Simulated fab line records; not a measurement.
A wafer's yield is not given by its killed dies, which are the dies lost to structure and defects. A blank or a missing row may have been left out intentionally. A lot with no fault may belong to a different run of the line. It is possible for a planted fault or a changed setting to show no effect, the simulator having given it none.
Lot-split experiment | flow n5 finfet | 7 lots, 21 wafers read, on a route of 1938 steps

## ABOUT THE SPLIT
At N5_BEOL_M12_SPUTTER_43 (material TaN, target thk 15 nm, time 24.19 s), the setting power w was moved away from the recipe's 15000 W on 8 of the 21 wafers read, by -15.1% to +5.1%. All remaining wafers had this setting at the recipe value.

The reading is taken at the split's own step.

## THE READING
TaN_of_BEOL_M12_SPUTTER_43.thk nm (the simulator's own value, which no gauge read), in nm, at N5_BEOL_M12_SPUTTER_43 (material TaN, target thk 15 nm, time 24.19 s). The file does not state a usual value for it. The 13 wafers here that ran the recipe average 15.0 nm, standard deviation 0.14 nm.

wafer  | tool, chamber at the split | power w as run, W | against the recipe | TaN_of_BEOL_M12_SPUTTER_43.thk nm, nm | against lot-mates on the recipe
L074.1 | pvd sputter-01, -          | 15000             | recipe             | 15                                    | -
L074.3 | pvd sputter-01, -          | 15770             | +5.1%              | 15.6                                  | +0.7
L074.6 | pvd sputter-01, -          | 15000             | recipe             | 14.8                                  | -
L080.2 | pvd sputter-01, -          | 15000             | recipe             | 15                                    | -
L080.5 | pvd sputter-01, -          | 15000             | recipe             | 15                                    | -
L080.3 | pvd sputter-01, -          | 15000             | recipe             | 15.2                                  | -
L091.3 | pvd sputter-02, -          | 15000             | recipe             | 14.8                                  | -
L091.4 | pvd sputter-02, -          | 12740             | -15.1%             | 12.6                                  | -2.2
L091.5 | pvd sputter-02, -          | 12740             | -15.1%             | 12.4                                  | -2.4
L089.2 | pvd sputter-01, -          | 15000             | recipe             | 15.2                                  | -
L089.6 | pvd sputter-01, -          | 15000             | recipe             | 15.2                                  | -
L089.4 | pvd sputter-01, -          | 13420             | -10.5%             | 13.4                                  | -1.8
L092.3 | pvd sputter-02, -          | 14160             | -5.6%              | 14                                    | -1.0
L092.4 | pvd sputter-02, -          | 14160             | -5.6%              | 14.2                                  | -0.8
L092.6 | pvd sputter-02, -          | 15000             | recipe             | 15                                    | -
L093.1 | pvd sputter-02, -          | 14030             | -6.5%              | 14.2                                  | -0.8
L093.4 | pvd sputter-02, -          | 14030             | -6.5%              | 14                                    | -1.0
L093.5 | pvd sputter-02, -          | 15000             | recipe             | 15                                    | -
L097.1 | pvd sputter-01, -          | 15000             | recipe             | 15.2                                  | -
L097.4 | pvd sputter-01, -          | 15000             | recipe             | 15.2                                  | -
L097.5 | pvd sputter-01, -          | 15000             | recipe             | 15                                    | -

FIT RESULTS
A straight line over all 21 wafers: TaN_of_BEOL_M12_SPUTTER_43.thk nm changes by +0.161 nm for each +1% of power w; r = +0.99; the points scatter about the line by 0.15 nm.
The same after taking each lot's own level away (the mean of its wafers on the recipe; 21 wafers): +0.153 nm for each +1%; r = +0.99; scatter 0.1 nm.
That fit puts the effect of the largest move of power w on the reading at 2.3 nm.
Across the lots, their own levels run from 14.80 to 15.20 nm, a range of 2.9 times the standard deviation given above.
Consequently the slope shifts little with the lot-to-lot level, the two slopes agreeing.
Check: for one of the wafers moved furthest among these (-15.1%), held out of the fit, the line's prediction against its lot-mates is -2.37 nm. Against them it came out at -2.2 nm.

## FURTHER SPLITS ON THESE WAFERS
Before the reading, these wafers also passed through other splits. Each is held against what the fit with the lots' levels taken away leaves over:
other split on the same wafers    | wafers away from the commonest value | r with TaN_of_BEOL_M12_SPUTTER_43.thk nm (lot level and that fit taken away)
N5_BEOL_M9_EXPOSE_08 dose mj      | 3                                    | +0.01
N5_BEOL_M11_PECVD_70 temp c       | 5                                    | +0.15
N5_BEOL_M11_TRENCH_ETCH_37 time s | 7                                    | -0.44
N5_BEOL_M11_CURE_72 time s        | 5                                    | -0.27

## FILE'S OWN FIT
TaN_of_BEOL_M12_SPUTTER_43.thk nm changes by +0.156 nm for each +1% of power w, r = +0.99.
